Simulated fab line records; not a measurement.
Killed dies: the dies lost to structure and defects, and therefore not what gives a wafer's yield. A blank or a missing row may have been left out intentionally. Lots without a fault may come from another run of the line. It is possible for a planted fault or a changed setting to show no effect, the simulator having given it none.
Chamber matching + flow nandHarc + NHARC_A_DECK1_JOINT_CMP_13 on cmp-01: 4 sister chambers
The step polishes, target thk 51.023 nm. 14 wafers are shown with their chamber, then 7 later ones without.

WAFERS, EACH WITH ITS CHAMBER
| wafer  | chamber | motorCurrentA (A) | timeToEndpointS (s) |
|--------|---------|-------------------|---------------------|
| L993.1 | 1       | 12.7              | 10.4                |
| L993.3 | 0       | 12.2              | 10.4                |
| L993.6 | 1       | 12.7              | 9.8                 |
| L996.1 | 1       | 13.3              | 12.3                |
| L996.4 | 2       | 11.2              | 12.2                |
| L996.5 | 2       | 11.0              | 10.1                |
| L997.2 | 3       | 11.2              | 8.6                 |
| L997.3 | 1       | 13.7              | 10.5                |
| L997.5 | 3       | 10.1              | 10.4                |
| L999.1 | 0       | 12.0              | 9.8                 |
| L999.2 | 3       | 10.2              | 8.0                 |
| L999.5 | 2       | 11.4              | 9.3                 |
| L101.1 | 0       | 12.4              | 8.9                 |
| L101.4 | 1       | 12.9              | 8.5                 |

SIGNATURES, as means of the wafers listed above
| reading         | chamber 0 | chamber 1 | chamber 2 | chamber 3 | scatter within a chamber |
|-----------------|-----------|-----------|-----------|-----------|--------------------------|
| motorCurrentA   | 12.200    | 13.060    | 11.200    | 10.500    | 0.406                    |
| timeToEndpointS | 9.700     | 10.300    | 10.533    | 9.000     | 1.28                     |
Rule: for a wafer and a chamber, the distance is found by dividing, reading by reading, the gap between the wafer's reading and the chamber's mean by the reading's scatter, squaring, summing and taking the root. The wafer belongs to the nearest chamber; if the next one is less than 2 further off, it can't be placed. The scatter: take each reading less its chamber's mean, square it, sum over the shown wafers, divide by the number of wafers less the number of chambers, and take the root.

WAFERS WITHOUT THEIR CHAMBER
| wafer  | motorCurrentA (A) | timeToEndpointS (s) |
|--------|-------------------|---------------------|
| L101.6 | 11.1              | 11.0                |
| L108.1 | 11.5              | 10.9                |
| L108.3 | 11.6              | 12.2                |
| L108.4 | 10.9              | 8.9                 |
| L110.1 | 10.6              | 6.4                 |
| L110.3 | 11.4              | 9.1                 |
| L110.4 | 13.6              | 8.5                 |

THE CHAMBER EACH PASSED THROUGH
| wafer  | from the rows above          | in truth |
|--------|------------------------------|----------|
| L101.6 | can't be placed: 2 or 3      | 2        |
| L108.1 | can't be placed: 2 or 0      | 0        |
| L108.3 | can't be placed: 2 or 0      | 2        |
| L108.4 | can't be placed: 3 or 2      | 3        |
| L110.1 | can't be placed: 3 or 2      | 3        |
| L110.3 | can't be placed: 2 or 0 or 3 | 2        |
| L110.4 | can't be placed: 1 or 0      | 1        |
Correct placement for 0 of the 7. These rows do not allow placing 7 (true chamber among the candidates in 7). Placed wrongly: 0.
